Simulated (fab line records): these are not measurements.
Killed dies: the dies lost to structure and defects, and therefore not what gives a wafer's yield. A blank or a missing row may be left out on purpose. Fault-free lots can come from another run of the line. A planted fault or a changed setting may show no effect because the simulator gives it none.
Lot-split experiment / flow n5Finfet / 7 lots, 39 wafers read, on a route of 1938 steps

THE SPLIT
At N5_HKMG_FIN_ETCH_35 (etches SOC in N2/H2, target depth 215.8 nm, time 243.4 s), the setting targetDepthA was moved away from the recipe's 2158 angstrom on 9 of the 39 wafers read, by -9.6% to -4.9%. All remaining wafers had this setting at the recipe value.

The reading comes from the split's own step.

THE READING
HKMG_FIN.featureDepthNm (the simulator's own value, which no gauge read), in nm, at N5_HKMG_FIN_ETCH_35 (etches SOC in N2/H2, target depth 215.8 nm, time 243.4 s). The file does not state a usual value for it. Here, 30 wafers ran the recipe; their average is 214.7 nm with a standard deviation of 4.6 nm.

wafer=L076.1; tool, chamber at the split=rieDiel-06, 1; targetDepthA as run, angstrom=2158; against the recipe=recipe; HKMG_FIN.featureDepthNm, nm=220.8; against lot-mates on the recipe=-
wafer=L076.2; tool, chamber at the split=rieDiel-06, 0; targetDepthA as run, angstrom=2158; against the recipe=recipe; HKMG_FIN.featureDepthNm, nm=210.4; against lot-mates on the recipe=-
wafer=L076.3; tool, chamber at the split=rieDiel-06, 3; targetDepthA as run, angstrom=2158; against the recipe=recipe; HKMG_FIN.featureDepthNm, nm=211.8; against lot-mates on the recipe=-
wafer=L076.4; tool, chamber at the split=rieDiel-06, 2; targetDepthA as run, angstrom=2158; against the recipe=recipe; HKMG_FIN.featureDepthNm, nm=211.6; against lot-mates on the recipe=-
wafer=L076.5; tool, chamber at the split=rieDiel-06, 3; targetDepthA as run, angstrom=2158; against the recipe=recipe; HKMG_FIN.featureDepthNm, nm=214.2; against lot-mates on the recipe=-
wafer=L076.6; tool, chamber at the split=rieDiel-06, 0; targetDepthA as run, angstrom=2158; against the recipe=recipe; HKMG_FIN.featureDepthNm, nm=210.4; against lot-mates on the recipe=-
wafer=L081.1; tool, chamber at the split=rieDiel-04, 1; targetDepthA as run, angstrom=2158; against the recipe=recipe; HKMG_FIN.featureDepthNm, nm=211.4; against lot-mates on the recipe=-
wafer=L081.2; tool, chamber at the split=rieDiel-04, 0; targetDepthA as run, angstrom=2158; against the recipe=recipe; HKMG_FIN.featureDepthNm, nm=222; against lot-mates on the recipe=-
wafer=L081.3; tool, chamber at the split=rieDiel-04, 2; targetDepthA as run, angstrom=2158; against the recipe=recipe; HKMG_FIN.featureDepthNm, nm=220; against lot-mates on the recipe=-
wafer=L081.4; tool, chamber at the split=rieDiel-04, 3; targetDepthA as run, angstrom=2158; against the recipe=recipe; HKMG_FIN.featureDepthNm, nm=223.2; against lot-mates on the recipe=-
wafer=L081.5; tool, chamber at the split=rieDiel-04, 3; targetDepthA as run, angstrom=2158; against the recipe=recipe; HKMG_FIN.featureDepthNm, nm=223.2; against lot-mates on the recipe=-
wafer=L081.6; tool, chamber at the split=rieDiel-04, 0; targetDepthA as run, angstrom=2158; against the recipe=recipe; HKMG_FIN.featureDepthNm, nm=218.2; against lot-mates on the recipe=-
wafer=L083.1; tool, chamber at the split=rieDiel-03, 0; targetDepthA as run, angstrom=2158; against the recipe=recipe; HKMG_FIN.featureDepthNm, nm=214.6; against lot-mates on the recipe=-
wafer=L083.2; tool, chamber at the split=rieDiel-03, 3; targetDepthA as run, angstrom=2053; against the recipe=-4.9%; HKMG_FIN.featureDepthNm, nm=199.8; against lot-mates on the recipe=-11.1
wafer=L083.3; tool, chamber at the split=rieDiel-03, 2; targetDepthA as run, angstrom=2158; against the recipe=recipe; HKMG_FIN.featureDepthNm, nm=212.4; against lot-mates on the recipe=-
wafer=L083.4; tool, chamber at the split=rieDiel-03, 1; targetDepthA as run, angstrom=2158; against the recipe=recipe; HKMG_FIN.featureDepthNm, nm=205.6; against lot-mates on the recipe=-
wafer=L083.5; tool, chamber at the split=rieDiel-03, 1; targetDepthA as run, angstrom=2053; against the recipe=-4.9%; HKMG_FIN.featureDepthNm, nm=193.2; against lot-mates on the recipe=-17.7
wafer=L083.6; tool, chamber at the split=rieDiel-03, 2; targetDepthA as run, angstrom=2053; against the recipe=-4.9%; HKMG_FIN.featureDepthNm, nm=202.8; against lot-mates on the recipe=-8.1
wafer=L085.1; tool, chamber at the split=rieDiel-06, 0; targetDepthA as run, angstrom=2158; against the recipe=recipe; HKMG_FIN.featureDepthNm, nm=210.2; against lot-mates on the recipe=-
wafer=L085.2; tool, chamber at the split=rieDiel-06, 3; targetDepthA as run, angstrom=1950; against the recipe=-9.6%; HKMG_FIN.featureDepthNm, nm=191.2; against lot-mates on the recipe=-21.9
wafer=L085.3; tool, chamber at the split=rieDiel-06, 1; targetDepthA as run, angstrom=2158; against the recipe=recipe; HKMG_FIN.featureDepthNm, nm=217.6; against lot-mates on the recipe=-
wafer=L085.4; tool, chamber at the split=rieDiel-06, 2; targetDepthA as run, angstrom=1950; against the recipe=-9.6%; HKMG_FIN.featureDepthNm, nm=193; against lot-mates on the recipe=-20.1
wafer=L085.5; tool, chamber at the split=rieDiel-06, 2; targetDepthA as run, angstrom=1950; against the recipe=-9.6%; HKMG_FIN.featureDepthNm, nm=193.8; against lot-mates on the recipe=-19.3
wafer=L085.6; tool, chamber at the split=rieDiel-06, 3; targetDepthA as run, angstrom=2158; against the recipe=recipe; HKMG_FIN.featureDepthNm, nm=211.6; against lot-mates on the recipe=-
wafer=L088.1; tool, chamber at the split=rieDiel-03, 1; targetDepthA as run, angstrom=2158; against the recipe=recipe; HKMG_FIN.featureDepthNm, nm=208.2; against lot-mates on the recipe=-
wafer=L088.2; tool, chamber at the split=rieDiel-03, 0; targetDepthA as run, angstrom=2158; against the recipe=recipe; HKMG_FIN.featureDepthNm, nm=215.6; against lot-mates on the recipe=-
wafer=L088.3; tool, chamber at the split=rieDiel-03, 2; targetDepthA as run, angstrom=2158; against the recipe=recipe; HKMG_FIN.featureDepthNm, nm=215.4; against lot-mates on the recipe=-
wafer=L088.4; tool, chamber at the split=rieDiel-03, 1; targetDepthA as run, angstrom=2158; against the recipe=recipe; HKMG_FIN.featureDepthNm, nm=207.6; against lot-mates on the recipe=-
wafer=L088.5; tool, chamber at the split=rieDiel-03, 2; targetDepthA as run, angstrom=2158; against the recipe=recipe; HKMG_FIN.featureDepthNm, nm=212.2; against lot-mates on the recipe=-
wafer=L088.6; tool, chamber at the split=rieDiel-03, 0; targetDepthA as run, angstrom=2158; against the recipe=recipe; HKMG_FIN.featureDepthNm, nm=214.8; against lot-mates on the recipe=-
wafer=L095.1; tool, chamber at the split=rieDiel-03, 1; targetDepthA as run, angstrom=1968; against the recipe=-8.8%; HKMG_FIN.featureDepthNm, nm=188.4; against lot-mates on the recipe=-27.5
wafer=L095.2; tool, chamber at the split=rieDiel-03, 3; targetDepthA as run, angstrom=2158; against the recipe=recipe; HKMG_FIN.featureDepthNm, nm=219.4; against lot-mates on the recipe=-
wafer=L095.3; tool, chamber at the split=rieDiel-03, 0; targetDepthA as run, angstrom=2158; against the recipe=recipe; HKMG_FIN.featureDepthNm, nm=214.8; against lot-mates on the recipe=-
wafer=L095.4; tool, chamber at the split=rieDiel-03, 2; targetDepthA as run, angstrom=1968; against the recipe=-8.8%; HKMG_FIN.featureDepthNm, nm=196.4; against lot-mates on the recipe=-19.5
wafer=L095.5; tool, chamber at the split=rieDiel-03, 2; targetDepthA as run, angstrom=2158; against the recipe=recipe; HKMG_FIN.featureDepthNm, nm=213.4; against lot-mates on the recipe=-
wafer=L095.6; tool, chamber at the split=rieDiel-03, 1; targetDepthA as run, angstrom=1968; against the recipe=-8.8%; HKMG_FIN.featureDepthNm, nm=188; against lot-mates on the recipe=-27.9
wafer=L096.1; tool, chamber at the split=rieDiel-06, 0; targetDepthA as run, angstrom=2158; against the recipe=recipe; HKMG_FIN.featureDepthNm, nm=212.8; against lot-mates on the recipe=-
wafer=L096.2; tool, chamber at the split=rieDiel-06, 2; targetDepthA as run, angstrom=2158; against the recipe=recipe; HKMG_FIN.featureDepthNm, nm=216; against lot-mates on the recipe=-
wafer=L096.5; tool, chamber at the split=rieDiel-06, 1; targetDepthA as run, angstrom=2158; against the recipe=recipe; HKMG_FIN.featureDepthNm, nm=221.2; against lot-mates on the recipe=-

FIT RESULTS
A straight line over all 39 wafers: HKMG_FIN.featureDepthNm changes by +2.55 nm for each +1% of targetDepthA; r = +0.89; the points scatter about the line by 4.7 nm.
The same after taking each lot's own level away (the mean of its wafers on the recipe; 39 wafers): +2.45 nm for each +1%; r = +0.91; scatter 3.8 nm.
The reading moves by 24 nm for the largest change in targetDepthA, on that fit.
The span of the lots' own levels, 210.87 to 219.67 nm, comes to 1.9 times the standard deviation stated above.
The two slopes are in agreement: the lot-to-lot level therefore moves the slope only a little.
Check: with one of the wafers moved furthest among these (-9.6%) left out of the fit, the line predicts -24 nm for it against its lot-mates. It came out at -21.9 nm against them.

FURTHER SPLITS ON THESE WAFERS
Before the reading, these wafers also passed through other splits. Each is held against what the fit with the lots' levels taken away leaves over:
other split on the same wafers=N5_FIN_SAQP_EXPOSE_13 doseMj; wafers away from the commonest value=15; r with HKMG_FIN.featureDepthNm (lot level and that fit taken away)=+0.10
other split on the same wafers=N5_FIN_SAQP_ETCH_65 timeS; wafers away from the commonest value=12; r with HKMG_FIN.featureDepthNm (lot level and that fit taken away)=-0.01
other split on the same wafers=N5_DUMMY_GATE_ETCH_32 timeS; wafers away from the commonest value=18; r with HKMG_FIN.featureDepthNm (lot level and that fit taken away)=+0.04

THE WHOLE CHAIN: every reading that the file lists as answering this split, in the file's order
step=N5_HKMG_FIN_ETCH_35; what it does=etches SOC in N2/H2, target depth 215.8 nm, time 243.4 s; reading=etch.depthNm (the simulator's own value, which no gauge read); change (the file's fit)=+2.45 nm for each +1% of the setting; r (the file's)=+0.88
step=N5_HKMG_FIN_ETCH_35; what it does=etches SOC in N2/H2, target depth 215.8 nm, time 243.4 s; reading=SOC_of_HKMG_FIN_COAT_29.thkNm (the simulator's own value, which no gauge read); change (the file's fit)=-2.49 nm for each +1% of the setting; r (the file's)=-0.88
step=N5_HKMG_FIN_ETCH_35; what it does=etches SOC in N2/H2, target depth 215.8 nm, time 243.4 s; reading=HKMG_FIN.featureDepthNm (the simulator's own value, which no gauge read); change (the file's fit)=+2.45 nm for each +1% of the setting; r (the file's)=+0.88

FILE'S OWN FIT
HKMG_FIN.featureDepthNm changes by +2.45 nm for each +1% of targetDepthA, r = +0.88.
